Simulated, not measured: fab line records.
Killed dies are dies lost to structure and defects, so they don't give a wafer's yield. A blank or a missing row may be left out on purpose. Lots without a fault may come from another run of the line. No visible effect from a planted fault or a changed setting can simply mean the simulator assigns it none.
Chamber matching + flow n5Finfet + N5_BEOL_M14_TRENCH_ETCH_34 on rieDiel-04 has 4 sister chambers
The step etches SiO2 in C4F8/O2/Ar, target depth 556.65 nm, time 126.9 s. 20 wafers are shown with their chamber, then 10 later ones without.

WAFERS, EACH WITH ITS CHAMBER
| wafer  | chamber | rfVppV (V) | throttleValvePct (%) | drypumpMotorCurrentA (A) |
|--------|---------|------------|----------------------|--------------------------|
| L076.3 | 3       | 2191       | 30.3                 | 5.1                      |
| L076.5 | 0       | 2274       | 31.0                 | 6.0                      |
| L076.6 | 1       | 2223       | 30.9                 | 5.6                      |
| L079.2 | 1       | 2223       | 31.0                 | 5.6                      |
| L079.3 | 0       | 2273       | 31.0                 | 6.0                      |
| L079.6 | 0       | 2274       | 31.0                 | 6.0                      |
| L082.1 | 1       | 2222       | 31.0                 | 5.6                      |
| L082.2 | 3       | 2189       | 30.3                 | 5.1                      |
| L082.3 | 0       | 2274       | 31.0                 | 6.0                      |
| L081.3 | 2       | 2334       | 31.4                 | 5.7                      |
| L081.4 | 3       | 2191       | 30.3                 | 5.1                      |
| L081.6 | 1       | 2222       | 31.0                 | 5.6                      |
| L083.2 | 3       | 2192       | 30.3                 | 5.1                      |
| L083.5 | 0       | 2272       | 31.0                 | 6.0                      |
| L083.6 | 3       | 2189       | 30.3                 | 5.0                      |
| L088.2 | 2       | 2333       | 31.4                 | 5.7                      |
| L088.5 | 3       | 2189       | 30.3                 | 5.0                      |
| L088.6 | 2       | 2333       | 31.4                 | 5.7                      |
| L090.1 | 0       | 2271       | 31.0                 | 6.0                      |
| L090.3 | 3       | 2189       | 30.3                 | 5.1                      |

SIGNATURES (averages over the wafers above)
| reading              | chamber 0 | chamber 1 | chamber 2 | chamber 3 | scatter within a chamber |
|----------------------|-----------|-----------|-----------|-----------|--------------------------|
| rfVppV               | 2273.00   | 2222.50   | 2333.33   | 2190.00   | 1.11                     |
| throttleValvePct     | 31.000    | 30.975    | 31.400    | 30.300    | 0.0217                   |
| drypumpMotorCurrentA | 6.000     | 5.600     | 5.700     | 5.071     | 0.0299                   |
Rule: distance of a wafer from a chamber = root of the sum over the readings of ((wafer's reading minus chamber's mean) / reading's scatter) squared. The wafer belongs to the nearest chamber; if the next one is less than 2 further off, it can't be placed. The scatter: take each reading less its chamber's mean, square it, sum over the shown wafers, divide by the number of wafers less the number of chambers, and take the root.

WAFERS MISSING THEIR CHAMBER
| wafer  | rfVppV (V) | throttleValvePct (%) | drypumpMotorCurrentA (A) |
|--------|------------|----------------------|--------------------------|
| L090.5 | 2273       | 31.0                 | 6.1                      |
| L093.2 | 2333       | 31.5                 | 5.7                      |
| L093.3 | 2272       | 31.0                 | 6.0                      |
| L093.5 | 2272       | 31.0                 | 6.0                      |
| L095.1 | 2332       | 31.4                 | 5.6                      |
| L095.2 | 2273       | 31.0                 | 6.0                      |
| L095.5 | 2271       | 31.0                 | 6.0                      |
| L097.3 | 2219       | 31.0                 | 5.6                      |
| L097.5 | 2221       | 31.0                 | 5.6                      |
| L097.6 | 2332       | 31.5                 | 5.7                      |

EACH ONE'S CHAMBER
| wafer  | from the rows above | in truth |
|--------|---------------------|----------|
| L090.5 | 0                   | 0        |
| L093.2 | 2                   | 2        |
| L093.3 | 0                   | 0        |
| L093.5 | 0                   | 0        |
| L095.1 | 2                   | 2        |
| L095.2 | 0                   | 0        |
| L095.5 | 0                   | 0        |
| L097.3 | 1                   | 1        |
| L097.5 | 1                   | 1        |
| L097.6 | 2                   | 2        |
Correct placement for 10 of the 10. Left unplaced by these rows: 0. Number placed wrongly: 0.
